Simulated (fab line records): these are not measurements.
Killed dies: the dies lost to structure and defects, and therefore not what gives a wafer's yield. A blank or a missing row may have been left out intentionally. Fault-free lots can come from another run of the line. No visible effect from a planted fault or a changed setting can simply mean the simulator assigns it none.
Matching of chambers || flow nand harc || cmp-04 running NHARC_A_SGD_CUT_CMP_21: 4 sister chambers
The step polishes, target thk 148.19 nm. 24 wafers are shown with their chamber, then 12 later ones without.

== WAFERS, EACH WITH ITS CHAMBER ==
{"wafer": "L074.1", "chamber": 2, "motor current A (A)": 11.6, "time to endpoint s (s)": 54}
{"wafer": "L074.2", "chamber": 0, "motor current A (A)": 11.4, "time to endpoint s (s)": 50}
{"wafer": "L074.6", "chamber": 0, "motor current A (A)": 10.7, "time to endpoint s (s)": 53}
{"wafer": "L076.2", "chamber": 3, "motor current A (A)": 11.9, "time to endpoint s (s)": 52}
{"wafer": "L076.3", "chamber": 0, "motor current A (A)": 10.8, "time to endpoint s (s)": 56}
{"wafer": "L076.6", "chamber": 1, "motor current A (A)": 12.3, "time to endpoint s (s)": 56}
{"wafer": "L076.1", "chamber": 1, "motor current A (A)": 11.8, "time to endpoint s (s)": 55}
{"wafer": "L076.4", "chamber": 2, "motor current A (A)": 11.2, "time to endpoint s (s)": 57}
{"wafer": "L076.5", "chamber": 0, "motor current A (A)": 10.8, "time to endpoint s (s)": 54}
{"wafer": "L079.3", "chamber": 2, "motor current A (A)": 11.4, "time to endpoint s (s)": 55}
{"wafer": "L079.5", "chamber": 0, "motor current A (A)": 10.6, "time to endpoint s (s)": 55}
{"wafer": "L079.6", "chamber": 1, "motor current A (A)": 12.3, "time to endpoint s (s)": 54}
{"wafer": "L082.1", "chamber": 0, "motor current A (A)": 10.7, "time to endpoint s (s)": 50}
{"wafer": "L082.3", "chamber": 1, "motor current A (A)": 12.5, "time to endpoint s (s)": 52}
{"wafer": "L082.5", "chamber": 2, "motor current A (A)": 11.4, "time to endpoint s (s)": 52}
{"wafer": "L081.1", "chamber": 2, "motor current A (A)": 10.8, "time to endpoint s (s)": 56}
{"wafer": "L081.2", "chamber": 1, "motor current A (A)": 12.1, "time to endpoint s (s)": 51}
{"wafer": "L081.5", "chamber": 1, "motor current A (A)": 12.0, "time to endpoint s (s)": 51}
{"wafer": "L084.1", "chamber": 0, "motor current A (A)": 10.4, "time to endpoint s (s)": 54}
{"wafer": "L084.4", "chamber": 1, "motor current A (A)": 12.0, "time to endpoint s (s)": 56}
{"wafer": "L084.5", "chamber": 3, "motor current A (A)": 12.4, "time to endpoint s (s)": 46}
{"wafer": "L087.1", "chamber": 0, "motor current A (A)": 10.7, "time to endpoint s (s)": 50}
{"wafer": "L087.3", "chamber": 2, "motor current A (A)": 11.0, "time to endpoint s (s)": 53}
{"wafer": "L087.5", "chamber": 2, "motor current A (A)": 10.6, "time to endpoint s (s)": 52}

SIGNATURES (means of the wafers above)
{"reading": "motor current A", "chamber 0": 10.762, "chamber 1": 12.143, "chamber 2": 11.143, "chamber 3": 12.150, "scatter within a chamber": 0.301}
{"reading": "time to endpoint s", "chamber 0": 52.75, "chamber 1": 53.57, "chamber 2": 54.14, "chamber 3": 49.00, "scatter within a chamber": 2.37}
Rule: a wafer's distance from a chamber is the root of the sum, over the readings, of the square of ((its reading less the chamber's mean) divided by the reading's scatter). The wafer belongs to the nearest chamber; if the next one is less than 2 further off, it can't be placed. The scatter: the root of (the sum of the squares of (reading less its chamber's mean) over the shown wafers, divided by (wafers less chambers)).

== WAFERS MISSING THEIR CHAMBER ==
{"wafer": "L088.2", "motor current A (A)": 11.2, "time to endpoint s (s)": 51}
{"wafer": "L088.4", "motor current A (A)": 10.9, "time to endpoint s (s)": 48}
{"wafer": "L088.6", "motor current A (A)": 11.3, "time to endpoint s (s)": 48}
{"wafer": "L093.1", "motor current A (A)": 11.1, "time to endpoint s (s)": 56}
{"wafer": "L093.2", "motor current A (A)": 10.7, "time to endpoint s (s)": 50}
{"wafer": "L093.3", "motor current A (A)": 11.8, "time to endpoint s (s)": 49}
{"wafer": "L095.3", "motor current A (A)": 11.6, "time to endpoint s (s)": 44}
{"wafer": "L095.5", "motor current A (A)": 11.3, "time to endpoint s (s)": 49}
{"wafer": "L095.6", "motor current A (A)": 12.7, "time to endpoint s (s)": 45}
{"wafer": "L097.1", "motor current A (A)": 11.0, "time to endpoint s (s)": 57}
{"wafer": "L097.2", "motor current A (A)": 12.1, "time to endpoint s (s)": 45}
{"wafer": "L097.6", "motor current A (A)": 10.5, "time to endpoint s (s)": 51}

== WHICH CHAMBER EACH ONE RAN IN ==
{"wafer": "L088.2", "from the rows above": "can't be placed: 2 or 0 or 3 or 1", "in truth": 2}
{"wafer": "L088.4", "from the rows above": "can't be placed: 0 or 2", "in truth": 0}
{"wafer": "L088.6", "from the rows above": "can't be placed: 2 or 0 or 3 or 1", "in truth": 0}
{"wafer": "L093.1", "from the rows above": "can't be placed: 2 or 0", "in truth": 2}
{"wafer": "L093.2", "from the rows above": "can't be placed: 0 or 2", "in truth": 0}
{"wafer": "L093.3", "from the rows above": "can't be placed: 3 or 1 or 2", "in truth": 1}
{"wafer": "L095.3", "from the rows above": "can't be placed: 3 or 1 or 2 or 0", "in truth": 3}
{"wafer": "L095.5", "from the rows above": "can't be placed: 2 or 0 or 3 or 1", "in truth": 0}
{"wafer": "L095.6", "from the rows above": "can't be placed: 3 or 1", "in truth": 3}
{"wafer": "L097.1", "from the rows above": "can't be placed: 2 or 0", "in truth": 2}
{"wafer": "L097.2", "from the rows above": "can't be placed: 3 or 1", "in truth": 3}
{"wafer": "L097.6", "from the rows above": "can't be placed: 0 or 2", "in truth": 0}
Correct placement for 0 of the 12. Cannot be placed on the basis of these rows: 12; the candidates contain the true chamber in 12. Placed wrongly: 0.
